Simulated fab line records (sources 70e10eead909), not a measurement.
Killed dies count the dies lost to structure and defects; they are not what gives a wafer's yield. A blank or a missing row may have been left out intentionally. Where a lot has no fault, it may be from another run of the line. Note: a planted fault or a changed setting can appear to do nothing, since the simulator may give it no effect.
Chamber matching    flow nand-harc    rie-diel-13 running NHARC_P_ZERO_WELL_DESCUM_39: 4 sister chambers
The step chemistry O2, time 3 s. 14 wafers are shown with their chamber, then 7 later ones without.

WAFERS, EACH WITH ITS CHAMBER
wafer   chamber  drypump-motor-current-A (A)  showerhead-plenum-p-Torr (Torr)  oes-product-au (a.u.)
L158.3  2        6.5                          1.90                             0.995
L158.4  1        5.4                          1.84                             1.006
L158.6  2        6.6                          1.90                             0.996
L159.1  3        5.5                          1.85                             0.995
L159.3  2        6.6                          1.90                             1.006
L159.6  1        5.3                          1.84                             1.003
L161.1  3        5.5                          1.85                             0.999
L161.2  2        6.6                          1.90                             0.997
L161.6  1        5.4                          1.84                             1.011
L172.3  0        5.5                          1.78                             0.984
L172.5  0        5.5                          1.78                             0.979
L172.6  1        5.4                          1.83                             1.008
L177.1  0        5.5                          1.77                             0.994
L177.2  3        5.5                          1.83                             0.999

SIGNATURES (averages over the wafers above)
reading                   chamber 0  chamber 1  chamber 2  chamber 3  scatter within a chamber
drypump-motor-current-A   5.500      5.375      6.575      5.500      0.0387
showerhead-plenum-p-Torr  1.7767     1.8375     1.9000     1.8433     0.00639
oes-product-au            0.98567    1.00700    0.99850    0.99767    0.00488
Rule: for each reading, subtract the chamber's mean from the wafer's reading, divide by that reading's scatter and square the result; add these up over the readings and take the root, which gives the wafer's distance from the chamber. The wafer belongs to the nearest chamber; if the next one is less than 2 further off, it can't be placed. How the scatter is found: for the shown wafers, subtract from each reading the mean of its chamber, square and add these, divide the total by (wafers less chambers), then take the root.

WAFERS MISSING THEIR CHAMBER
wafer   drypump-motor-current-A (A)  showerhead-plenum-p-Torr (Torr)  oes-product-au (a.u.)
L177.5  6.5                          1.88                             0.987
L178.4  5.5                          1.83                             1.005
L178.5  5.4                          1.83                             1.011
L178.6  5.5                          1.77                             0.986
L180.3  5.5                          1.83                             0.998
L180.4  5.5                          1.77                             0.982
L180.5  5.5                          1.83                             0.993

THE CHAMBER EACH PASSED THROUGH
wafer   from the rows above      in truth
L177.5  2                        2
L178.4  can't be placed: 3 or 1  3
L178.5  1                        1
L178.6  0                        0
L180.3  can't be placed: 3 or 1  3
L180.4  0                        0
L180.5  3                        3
Correctly placed: 5 of 7. These rows do not allow placing 2 (true chamber among the candidates in 2). 0 placed wrongly.
